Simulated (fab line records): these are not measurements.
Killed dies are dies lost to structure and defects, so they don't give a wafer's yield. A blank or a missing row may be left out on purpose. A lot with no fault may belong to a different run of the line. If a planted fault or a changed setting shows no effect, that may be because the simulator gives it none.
Matching of chambers -- flow nand-harc -- 4 sister chambers for NHARC_A_SGD_CUT_ETCH_58 on rie-diel-04
The step etches the open film in CF4, target depth 39 nm, time 65 s. 4 wafers are shown with their chamber, then 11 later ones without.

WAFERS WITH THEIR CHAMBER
wafer,chamber,drypump-motor-current-A (A)
L088.5,1,5.9
L090.2,0,5.9
L090.6,3,5.8
L091.2,2,5.8

WAFERS WITH NO CHAMBER GIVEN
wafer,drypump-motor-current-A (A)
L091.3,5.9
L091.4,5.8
L092.4,5.8
L092.5,5.7
L092.6,5.9
L093.3,5.9
L093.4,5.8
L093.5,5.9
L096.2,5.8
L096.3,5.8
L096.4,5.7

CHAMBER TAKEN BY EACH
wafer,from the rows above,in truth
L091.3,can't be placed: 0 or 1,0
L091.4,can't be placed: 2 or 3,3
L092.4,can't be placed: 2 or 3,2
L092.5,can't be placed: 2 or 3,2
L092.6,can't be placed: 0 or 1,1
L093.3,can't be placed: 0 or 1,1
L093.4,can't be placed: 2 or 3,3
L093.5,can't be placed: 0 or 1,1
L096.2,can't be placed: 2 or 3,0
L096.3,can't be placed: 2 or 3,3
L096.4,can't be placed: 2 or 3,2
Placed correctly: 0 of 11. These rows do not allow placing 11 (true chamber among the candidates in 10). Placed wrongly: 0.
How it was worked out, from the rows above alone: a wafer's distance from a chamber is the root of the sum, over the readings, of the square of ((its reading less the chamber's mean) divided by the reading's scatter). If the next closest chamber is less than 2 further off than the closest, the wafer can't be placed; otherwise it belongs to the closest. The mean given for a chamber averages the wafers shown for that chamber. The scatter: with one shown wafer a chamber, the root of the mean of the squares of how far each hidden wafer lies from its nearest shown one.
